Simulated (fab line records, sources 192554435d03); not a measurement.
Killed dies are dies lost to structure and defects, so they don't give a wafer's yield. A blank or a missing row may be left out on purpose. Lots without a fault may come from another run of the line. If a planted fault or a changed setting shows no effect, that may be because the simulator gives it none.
Which tool did it?    flow n5Finfet    10 lots, 30 wafers sampled, at 2 steps of a route of 1938

## WHAT EACH GAUGE READ, for each wafer
N5_BEOL_M8_INSPECT_30: inspects for defects (brightfield).
lot   measured      on                rawDefectCount
L261  day 9 21:16   defectInspect-01  384 419 483
L262  day 10 09:20  defectInspect-01  426 423 490
L263  day 10 13:59  defectInspect-02  327 298 327
L265  day 10 17:38  defectInspect-02  459 658 402
L270  day 12 12:05  defectInspect-02  476 394 424
L268  day 12 20:45  defectInspect-02  379 427 379
L276  day 14 00:01  defectInspect-02  412 323 417
L277  day 14 10:04  defectInspect-02  430 432 544
L280  day 14 17:47  defectInspect-01  298 297 364
L279  day 14 17:57  defectInspect-02  337 320 353

## WHICH TOOL RAN EACH LOT (tool, then ch and the chambers of the sampled wafers, then the start)
lot   N5_BEOL_M8_STRIP_19
L261  rieDiel-02 ch 1,2,3, day 9 20:41
L262  rieDiel-02 ch 1,2,3, day 10 08:52
L263  rieDiel-02 ch 2,3, day 10 12:42
L265  rieDiel-04 ch 1,2, day 10 16:52
L270  rieDiel-02 ch 1,2,3, day 12 11:34
L268  rieDiel-02 ch 0,3, day 12 19:15
L276  rieDiel-02 ch 0,1,3, day 13 22:00
L277  rieDiel-02 ch 0,1,2, day 14 06:25
L280  rieDiel-04 ch 0,1,2, day 14 15:46
L279  rieDiel-04 ch 0,3, day 14 15:53
- N5_BEOL_M8_STRIP_19: strips in O2.

## THE ANSWER, worked out from the rows above alone
Rule: usual is defined by the lots themselves. Put in order of their means at a reading, lots are off if they are a third of the lots or fewer, leave a main group of 4 or more, and stand apart from it by a gap of 3 or more times the standard deviation of the main group's means; of several such gaps the widest counts. A main group is skipped when, at the precision printed for the reading in the tables above, its means are all equal. Also off: a lot with no number at a reading for which 4 or more lots have one. Any other lot the step has rows for is counted as sound.
No lot is off at any reading shown: from this, nothing can be told.

## WHAT THE SIMULATOR HAD PUT IN
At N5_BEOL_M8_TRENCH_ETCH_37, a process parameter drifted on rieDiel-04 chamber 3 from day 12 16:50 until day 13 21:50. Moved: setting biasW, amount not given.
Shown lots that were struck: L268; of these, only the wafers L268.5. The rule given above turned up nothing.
